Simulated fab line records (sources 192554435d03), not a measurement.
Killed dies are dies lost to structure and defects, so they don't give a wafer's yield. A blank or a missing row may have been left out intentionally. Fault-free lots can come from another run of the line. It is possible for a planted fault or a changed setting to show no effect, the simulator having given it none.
Chamber matching	flow n5-finfet	4 sister chambers for N5_FIN_SAQP_ETCH_51 on rie-diel-03
The step etches SiARC in CF4, target depth 45.5 nm, time 75.8 s. 14 wafers are shown with their chamber, then 7 later ones without.

== WAFERS, EACH WITH ITS CHAMBER ==
wafer	chamber	drypump-motor-current-A (A)	showerhead-plenum-p-Torr (Torr)	oes-product-au (a.u.)
L080.2	0	5.5	2.04	0.60
L080.3	3	5.6	2.26	0.75
L080.6	0	5.5	2.04	0.60
L084.1	2	5.9	2.11	0.83
L084.5	0	5.5	2.03	0.60
L084.6	3	5.7	2.26	0.74
L086.1	0	5.5	2.03	0.59
L086.3	2	5.9	2.10	0.81
L086.4	3	5.6	2.26	0.74
L089.1	2	5.9	2.10	0.79
L089.3	1	6.7	2.11	0.84
L089.5	0	5.5	2.03	0.59
L091.1	2	5.9	2.10	0.78
L091.3	3	5.6	2.25	0.73

SIGNATURES (means of the wafers above)
reading	chamber 0	chamber 1	chamber 2	chamber 3	scatter within a chamber
drypump-motor-current-A	5.500	6.700	5.900	5.625	0.0274
showerhead-plenum-p-Torr	2.0340	2.1100	2.1025	2.2575	0.0052
oes-product-au	0.5960	0.8400	0.8025	0.7400	0.0134
Rule: a wafer's distance from a chamber is the root of the sum, over the readings, of the square of ((its reading less the chamber's mean) divided by the reading's scatter). If the next closest chamber is less than 2 further off than the closest, the wafer can't be placed; otherwise it belongs to the closest. The scatter is the square root of a quotient: the sum, over the shown wafers, of each reading's squared deviation from its chamber's mean, divided by wafers minus chambers.

== WAFERS MISSING THEIR CHAMBER ==
wafer	drypump-motor-current-A (A)	showerhead-plenum-p-Torr (Torr)	oes-product-au (a.u.)
L091.5	5.9	2.10	0.78
L094.1	5.5	2.03	0.58
L094.5	5.6	2.25	0.73
L094.6	5.9	2.10	0.77
L097.2	5.9	2.10	0.76
L097.3	5.6	2.25	0.71
L097.6	5.6	2.25	0.72

== CHAMBER TAKEN BY EACH ==
wafer	from the rows above	in truth
L091.5	2	2
L094.1	0	0
L094.5	3	3
L094.6	2	2
L097.2	2	2
L097.3	3	3
L097.6	3	3
7 of 7 placed correctly. From these rows, 0 cannot be placed. 0 placed wrongly.
